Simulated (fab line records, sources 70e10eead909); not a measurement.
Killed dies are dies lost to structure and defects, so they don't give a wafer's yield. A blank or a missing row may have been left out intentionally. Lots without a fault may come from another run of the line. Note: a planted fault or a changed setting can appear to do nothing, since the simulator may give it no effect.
fab line records ; flow nandHarc
[record] lots = 12; wafers = 36; lastDay = 23
route steps=1159 shown A_STAIRCASE@694 THIN_TSV@1119 END@1158
lots that met no fault: from a run of the same line without faults
startH: the number of hours between the record's first day and the start of the first shown wafer of the lot ; waitH: hours elapsed since this lot's preceding step ; " repeats the value in the row above ; L1.1+2: a single row standing in for several wafers ; - either no value or no given start ; * or withheld: withheld ; < > ~ a bound
route shown NAME@n: NAME is a module with steps in the file, n the number in the route of the first one ; usual: average and standard deviation across the fault-free wafers ; same: alike in all rows ; chamber/n: place in a boat ; sites: per-site readings ; _std_site: their standard deviation ; _edge_site: outer sites' mean less inner sites' ; radiusMm: for every site, how far away it sits from the centre of the wafer ; mask NAME#n: copy n ; behind: the most recent tool/chamber to have shaped the wafer ; hold: the reason the lot was held/the length of the hold in hours/how it ended ; device: which transistor (n, p or np) failed to switch ; end of line: tests run on the same wafers once the route is complete ; a step without rows: its recipe alone ; killed: count of dies lost to structure and defects at first sort (not the wafer's yield) ; map: a wafer's dies, marking killed ones x, the rest . and places with no die _
set.NAME: the setting as run; set.NAME@STEP: as run at that earlier step ; model.NAME: the simulator's own value behind a step, which no gauge read
steps of the route over a sample of lots; a table a step, a row a wafer
services: the hour from which a tool's chamber was out of use, counted from the record's first day as startH (under 0 if before that day), plus the number of hours and why
[[steps]]
[step NHARC_A_STAIRCASE_STRIP_317]
[recipe] timeS = 900; tempC = 130; chemistry = SPM
lot.wafer;tool;chamber;startH;waitH
L986.6+3+2;wetBench-05;3,6,7;262.79;-
L985.3+4+5;wetBench-02;3,5,0;263.02;-
L988.4+5+2;wetBench-04;0,1,3;265.36;-
L987.3+2+4;wetBench-04;4,7,1;275.77;-
L991.1+3+6;wetBench-02;0,1,4;285.56;-
L989.2+6+1;wetBench-04;1,3,4;290.44;-
L993.5+4+1;wetBench-04;5,0,1;319.89;-
L996.2+5+4;wetBench-04;1,3,5;323.06;-
L999.5+3+4;wetBench-02;6,7,2;340.33;-
L100.6+2+4;wetBench-02;4,5,0;345.89;-
L101.5+3+1;wetBench-04;7,0,2;349.11;-
L103.3+6+2;wetBench-05;6,1,2;369.54;-
[step NHARC_THIN_TSV_ETCH_44]
[recipe] targetDepthA = 15942; timeS = 797.1; cf4FlowSccm = 150; o2FlowSccm = 10; arFlowSccm = 0; rfW = 300; biasW = 800; chemistry = CF4/O2
[usual] drypumpMotorCurrentA = 5.7/0.37; oesProductAu = 1.001/0.0095; rfVppV = 792/4.6; showerheadPlenumPTorr = 1.80/0.073; throttleValvePct = 16.914/0.0094
lot.wafer;tool;chamber;startH;waitH;drypumpMotorCurrentA;oesProductAu;rfHoursCounterH;rfVppV;showerheadPlenumPTorr;throttleValvePct
L986.3;rieDiel-02;1;419.85;0.1;6.2;0.980;5;788;1.73;16.918
L986.2;rieDiel-02;2;419.85;0.1;5.5;0.998;5;800;1.92;16.921
L986.6;rieDiel-02;0;419.85;0.1;5.0;1.005;-;789;1.75;16.913
L985.4;rieDiel-10;3;421.18;0.1;5.8;0.999;8;792;1.80;16.905
L985.3;rieDiel-10;1;421.18;0.1;5.7;1.005;8;791;1.78;16.921
L985.5;rieDiel-10;2;421.18;0.1;6.4;1.003;-;799;1.91;16.920
L988.4;rieDiel-10;3;431.56;0.1;5.8;1.008;8;793;1.80;16.922
L988.2;rieDiel-10;2;431.56;0.1;6.3;1.003;8;798;1.91;16.913
L988.5;rieDiel-10;3;431.56;0.1;5.8;1.009;-;793;1.80;16.914
L987.3;rieDiel-10;3;439.06;0.1;5.8;1.001;9;793;1.80;16.905
L987.4;rieDiel-10;0;439.06;0.1;5.7;1.022;10;786;1.71;16.909
L987.2;rieDiel-10;1;439.06;0.1;5.7;1.008;9;789;1.78;16.916
L989.2;rieDiel-10;2;445.04;0.1;6.3;0.999;10;799;1.91;16.922
L989.1;rieDiel-10;1;445.04;0.1;5.7;0.997;10;791;1.78;16.919
L989.6;rieDiel-10;3;445.04;0.1;5.8;0.998;-;792;1.80;16.901
L991.1;rieDiel-02;1;451.52;0.1;6.2;0.997;7;787;1.72;16.922
L991.3;rieDiel-02;3;451.52;0.1;5.4;1.004;6;794;1.81;16.916
L991.6;rieDiel-02;1;451.52;0.1;6.2;0.994;-;788;1.72;16.910
L993.1;rieDiel-07;0;481.39;0.1;5.6;1.024;4;789;1.74;16.917
L993.4;rieDiel-07;2;481.39;0.1;5.6;0.991;4;792;1.80;16.900
L993.5;rieDiel-07;0;481.39;0.1;5.6;1.013;-;789;1.74;16.913
L996.2;rieDiel-02;3;487.08;0.2;5.4;0.997;8;793;1.81;16.912
L996.5;rieDiel-02;0;487.08;0.2;5.0;1.022;-;789;1.75;16.918
L996.4;rieDiel-02;3;487.08;0.2;5.4;0.992;-;791;1.81;16.923
L999.4;rieDiel-07;3;508.86;0.2;5.9;1.002;5;788;1.73;16.895
L999.3;rieDiel-07;0;508.86;0.2;5.6;1.002;6;789;1.74;16.891
L999.5;rieDiel-07;2;508.86;0.2;5.6;0.996;-;792;1.80;16.915
L100.2;rieDiel-10;2;509.95;0.1;6.3;0.992;16;798;1.90;16.923
L100.4;rieDiel-10;3;509.95;0.1;5.7;1.006;17;793;1.79;16.902
L100.6;rieDiel-10;3;509.95;0.1;5.8;0.995;-;791;1.79;16.930
L101.1;rieDiel-02;1;515.33;0.1;6.2;0.982;0;788;1.72;16.923
L101.3;rieDiel-02;3;515.33;0.1;5.4;1.004;0;792;1.81;16.888
L101.5;rieDiel-02;1;515.33;0.1;6.2;0.983;-;787;1.72;16.928
L103.3;rieDiel-02;3;536.85;0.1;5.4;1.004;2;793;1.81;16.920
L103.2;rieDiel-02;0;536.85;0.1;5.0;0.995;2;789;1.74;16.915
L103.6;rieDiel-02;2;536.85;0.1;5.5;1.006;-;799;1.91;16.926
[step NHARC_THIN_TSV_PRE_CLEAN_54]
[recipe] timeS = 30; tempC = 280; gas = H2/He
[usual] heaterPowerW = 421/41
lot.wafer;tool;chamber;startH;waitH;heaterPowerW
L986.3;pvdSputter-03;-;424.48;0.1;471
L986.2;pvdSputter-03;-;424.48;0.1;454
L986.6;pvdSputter-03;-;424.48;0.1;480
L985.4;pvdSputter-03;-;425.74;0.1;465
L985.3;pvdSputter-03;-;425.74;0.1;390
L985.5;pvdSputter-03;-;425.74;0.1;454
L988.2;pvdSputter-01;-;436.14;0.0;453
L988.4;pvdSputter-01;-;436.14;0.0;391
L988.5;pvdSputter-01;-;436.14;0.0;357
L987.3;pvdSputter-01;-;443.67;0.1;358
L987.2;pvdSputter-01;-;443.67;0.1;402
L987.4;pvdSputter-01;-;443.67;0.1;450
L989.2;pvdSputter-03;-;449.77;0.0;467
L989.1;pvdSputter-03;-;449.77;0.0;387
L989.6;pvdSputter-03;-;449.77;0.0;474
L991.1;pvdSputter-02;-;456.45;0.0;449
L991.3;pvdSputter-02;-;456.45;0.0;404
L991.6;pvdSputter-02;-;456.45;0.0;448
L993.1;pvdSputter-02;-;486.00;0.0;423
L993.4;pvdSputter-02;-;486.00;0.0;406
L993.5;pvdSputter-02;-;486.00;0.0;441
L996.2;pvdSputter-02;-;491.66;0.0;458
L996.4;pvdSputter-02;-;491.66;0.0;408
L996.5;pvdSputter-02;-;491.66;0.0;459
L999.4;pvdSputter-01;-;513.39;0.1;382
L999.3;pvdSputter-01;-;513.39;0.1;406
L999.5;pvdSputter-01;-;513.39;0.1;353
L100.2;pvdSputter-03;-;514.85;0.1;487
L100.4;pvdSputter-03;-;514.85;0.1;394
L100.6;pvdSputter-03;-;514.85;0.1;399
L101.3;pvdSputter-03;-;519.89;0.1;389
L101.1;pvdSputter-03;-;519.89;0.1;402
L101.5;pvdSputter-03;-;519.89;0.1;490
L103.2;pvdSputter-03;-;541.78;0.1;496
L103.3;pvdSputter-03;-;541.78;0.1;384
L103.6;pvdSputter-03;-;541.78;0.1;403
[step NHARC_END_WLT_00]
[usual] VT_DECK1_BOTTOM = 0.870/0.0068; VT_DECK1_BOTTOM_INNER = 0.871/0.0071; VT_DECK1_MEDIAN_NEAR_BOTTOM = 0.872/0.0071; VT_DECK1_MEDIAN_NEAR_BOTTOM_INNER = 0.872/0.0074; VT_DECK1_MIDDLE = 0.884/0.007; VT_DECK1_MIDDLE_INNER = 0.884/0.0065; VT_DECK1_TOP = 0.895/0.006; VT_DECK1_TOP_INNER = 0.895/0.007
lot.wafer;tool;chamber;startH;waitH;VT_DECK1_BOTTOM;VT_DECK1_BOTTOM_INNER;VT_DECK1_MEDIAN_NEAR_BOTTOM;VT_DECK1_MEDIAN_NEAR_BOTTOM_INNER;VT_DECK1_MIDDLE;VT_DECK1_MIDDLE_INNER;VT_DECK1_TOP;VT_DECK1_TOP_INNER
L986.2;prober-02;-;439.50;8.4;0.863;0.864;0.874;0.877;0.872;0.887;0.889;0.892
L986.3;prober-02;-;439.50;8.4;0.872;0.874;0.872;0.875;0.878;0.888;0.890;0.903
L986.6;prober-02;-;441.47;10.4;0.869;0.862;0.871;0.874;0.882;0.883;0.892;0.895
L985.3;prober-01;-;439.89;8.8;0.867;0.879;0.864;0.872;0.880;0.884;0.902;0.896
L985.4;prober-01;-;439.89;8.8;0.856;0.866;0.869;0.865;0.883;0.883;0.893;0.890
L985.5;prober-01;-;439.89;8.8;0.866;0.863;0.861;0.869;0.883;0.888;0.896;0.895
L988.2;prober-02;-;447.19;3.7;0.870;0.869;0.870;0.868;0.883;0.880;0.898;0.900
L988.4;prober-02;-;448.20;4.7;0.873;0.880;0.883;0.879;0.885;0.894;0.898;0.894
L988.5;prober-02;-;448.20;4.7;0.881;0.876;0.873;0.874;0.881;0.892;0.897;0.904
L987.2;prober-01;-;450.93;0.5;0.865;0.862;0.865;0.861;0.872;0.876;0.896;0.883
L987.3;prober-01;-;450.93;0.5;0.869;0.860;0.864;0.869;0.879;0.882;0.894;0.888
L987.4;prober-01;-;450.93;0.5;0.862;0.851;0.860;0.862;0.876;0.878;0.891;0.895
L989.1;prober-01;-;458.23;1.4;0.875;0.876;0.876;0.870;0.896;0.893;0.888;0.894
L989.2;prober-01;-;458.23;1.4;0.868;0.875;0.874;0.873;0.888;0.887;0.897;0.899
L989.6;prober-01;-;460.70;3.9;0.875;0.874;0.877;0.876;0.883;0.879;0.897;0.905
L991.1;prober-02;-;464.68;1.5;0.867;0.873;0.874;0.873;0.885;0.879;0.896;0.890
L991.3;prober-02;-;465.69;2.5;0.864;0.861;0.875;0.862;0.880;0.876;0.896;0.896
L991.6;prober-02;-;467.20;4.0;0.863;0.868;0.863;0.857;0.876;0.874;0.895;0.896
L993.1;prober-02;-;490.67;0.0;0.871;0.876;0.869;0.867;0.888;0.878;0.896;0.898
L993.4;prober-02;-;492.16;1.5;0.874;0.870;0.865;0.880;0.879;0.887;0.900;0.902
L993.5;prober-02;-;492.16;1.5;0.868;0.867;0.871;0.871;0.883;0.886;0.899;0.895
L996.2;prober-01;-;499.89;0.6;0.860;0.870;0.866;0.867;0.885;0.883;0.900;0.895
L996.4;prober-01;-;500.90;1.6;0.877;0.875;0.878;0.888;0.884;0.889;0.900;0.896
L996.5;prober-01;-;500.90;1.6;0.864;0.869;0.862;0.869;0.881;0.886;0.893;0.896
L999.3;prober-01;-;523.05;1.1;0.855;0.861;0.855;0.854;0.876;0.877;0.885;0.891
L999.4;prober-01;-;523.05;1.1;0.857;0.865;0.873;0.861;0.873;0.880;0.882;0.883
L999.5;prober-01;-;523.05;1.1;0.857;0.859;0.854;0.863;0.874;0.873;0.874;0.879
L100.2;prober-02;-;525.04;3.0;0.865;0.869;0.870;0.867;0.880;0.883;0.888;0.882
L100.4;prober-02;-;525.04;3.0;0.870;0.868;0.868;0.865;0.874;0.886;0.896;0.891
L100.6;prober-02;-;527.03;5.0;0.869;0.857;0.869;0.853;0.880;0.877;0.890;0.886
L101.1;prober-01;-;529.81;2.1;0.865;0.868;0.873;0.867;0.879;0.880;0.895;0.894
L101.3;prober-01;-;530.81;3.1;0.867;0.866;0.869;0.876;0.882;0.879;0.899;0.891
L101.5;prober-01;-;531.81;4.1;0.867;0.863;0.855;0.859;0.880;0.889;0.890;0.892
L103.2;prober-01;-;548.02;0.5;0.882;0.886;0.881;0.882;0.893;0.886;0.904;0.898
L103.3;prober-01;-;548.02;0.5;0.873;0.876;0.876;0.881;0.891;0.879;0.899;0.897
L103.6;prober-01;-;550.03;2.6;0.875;0.869;0.874;0.879;0.896;0.890;0.897;0.908
[step NHARC_END_SORT_01]
[recipe] tempC = 25
[usual] killedAtArray = 27/9.9; killedAtOther = 0.6/0.84; killedAtPeriphery = 3.7/2.5; killedDies = 31/9.9; killedOpen = 3.0/1.6; killedShort = 1.9/1.2
[same] grossDies = 677
lot.wafer;tool;chamber;startH;waitH;killedAtArray;killedAtOther;killedAtPeriphery;killedDies;killedOpen;killedShort
L993.1;prober-02;0;493.66;2.5;20;0;1;21;2;3
L993.4;prober-02;0;496.05;3.4;27;2;4;33;2;2
L993.5;prober-02;0;496.85;3.7;70;1;2;73;2;3
L996.2;prober-01;0;503.23;2.8;35;1;7;43;5;1
L996.4;prober-01;0;504.84;3.4;89;2;4;95;6;4
L996.5;prober-01;0;505.64;3.7;35;0;4;39;6;2
// killed by level:class
L993.1 A_CHANNEL_HOLE_D1:chamberFilmFlake=10 A_CONTACT:chamberFilmFlake=3 A_STAIRCASE:chamberFilmFlake=2 A_ONON_D1:geometricParticle:open=1 A_CHANNEL_HOLE_D1:geometricParticle:short=1 A_CHANNEL_FILL_D1:geometricParticle:open=1 A_CHANNEL_FILL_D1:geometricParticle:short=1 A_CONTACT:geometricParticle:short=1
L993.4 A_CHANNEL_HOLE_D1:chamberFilmFlake=16 A_STAIRCASE:chamberFilmFlake=4 A_CONTACT:chamberFilmFlake=3 P_M0:chamberFilmFlake=2 THIN_TSV:chamberFilmFlake=2 P_GATE:geometricParticle:open=1 A_SOURCE_PLATE:geometricParticle:open=1 A_STAIRCASE:geometricParticle:short=1
L993.5 A_STAIRCASE:unspecified=55 A_CHANNEL_HOLE_D1:chamberFilmFlake=6 A_STAIRCASE:chamberFilmFlake=2 P_GATE:geometricParticle:short=1 A_SOURCE_PLATE:geometricParticle:open=1 A_SLIT:geometricParticle:short=1 A_CONTACT:geometricParticle:short=1 A_M1:geometricParticle:open=1
L996.2 A_SLIT:chamberFilmFlake=17 A_STAIRCASE:chamberFilmFlake=6 A_CHANNEL_HOLE_D1:chamberFilmFlake=4 P_GATE:geometricParticle:open=3 P_M1:chamberFilmFlake=2 A_ZERO_WELL:chamberFilmFlake=2 A_CONTACT:chamberFilmFlake=2 P_CONTACT:geometricParticle:open=1
L996.4 A_STAIRCASE:unspecified=51 A_SLIT:chamberFilmFlake=14 A_CONTACT:chamberFilmFlake=6 A_CHANNEL_HOLE_D1:chamberFilmFlake=5 P_M0:geometricParticle:open=2 A_CONTACT:geometricParticle:short=2 STARTING-WAFER:geometricParticle:open=2 A_STAIRCASE:chamberFilmFlake=2
L996.5 A_SLIT:chamberFilmFlake=14 A_STAIRCASE:chamberFilmFlake=6 A_CONTACT:chamberFilmFlake=4 A_CHANNEL_HOLE_D1:chamberFilmFlake=3 P_CONTACT:geometricParticle:open=2 A_M0:geometricParticle:open=2 A_M1:geometricParticle:open=2 A_CHANNEL_HOLE_D1:geometricParticle:short=1
[[services]]
tool;chamber;startH;hours;kind
rieDiel-10;-;262.93;0.5;repair
rieDiel-10;2;268.70;6.5;repair
rieDiel-02;1;278.58;11.4;repair
pvdSputter-03;-;280.00;10.0;pm
rieDiel-02;2;292.53;19.0;repair
pvdSputter-03;-;303.60;2.1;repair
rieDiel-10;-;304.24;2.2;repair
pvdSputter-03;-;318.67;3.1;repair
rieDiel-10;3;320.15;10.9;repair
rieDiel-02;-;327.71;9.0;pm
rieDiel-10;3;333.88;3.8;repair
wetBench-04;-;339.20;8.0;pm
rieDiel-10;-;353.59;9.0;pm
wetBench-02;-;356.00;8.0;pm
rieDiel-02;0;382.32;4.0;repair
rieDiel-02;3;383.00;14.7;repair
wetBench-02;-;399.33;4.5;repair
rieDiel-10;-;424.29;0.3;repair
pvdSputter-03;-;458.00;10.0;pm
rieDiel-10;-;500.08;0.4;repair
rieDiel-02;-;504.71;9.0;pm
wetBench-04;-;515.20;8.0;pm
rieDiel-10;-;530.59;9.0;pm
wetBench-02;-;532.00;8.0;pm
[[key]]
[firstSign] step = NHARC_END_SORT_01; reading = killedDies; direction = up; sigmas = 5.3; usual = 31; struck = 84
[effect] step = NHARC_END_SORT_01; reading = killedAtArray; direction = up; sigmas = 5.3; usual = 27; struck = 80
[moreKillsBornAt] NHARC_A_STAIRCASE_STRIP_317@wetBench-04 = 106
metAt NHARC_A_STAIRCASE_STRIP_317
struckLots L993,L996
struckWafers L993.5,L996.4
testerLeftOut L993,L996
notActingAt NHARC_THIN_TSV_ETCH_44,NHARC_THIN_TSV_PRE_CLEAN_54,NHARC_END_WLT_00
[fault] kind = chamberParticleSource; tool = wetBench-04; chamber = 5; onsetH = 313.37; steps = NHARC_A_STAIRCASE_STRIP_317; ratePerVisitCm2 = 1.6098
// testerLeftOut: of these lots the tester's yield and bins aren't shown, on N5 and GAA mostly nor the transistor test; their killed dies are dies lost to structure and defects alone, not to doping, threshold or leakage, so they don't give the yield
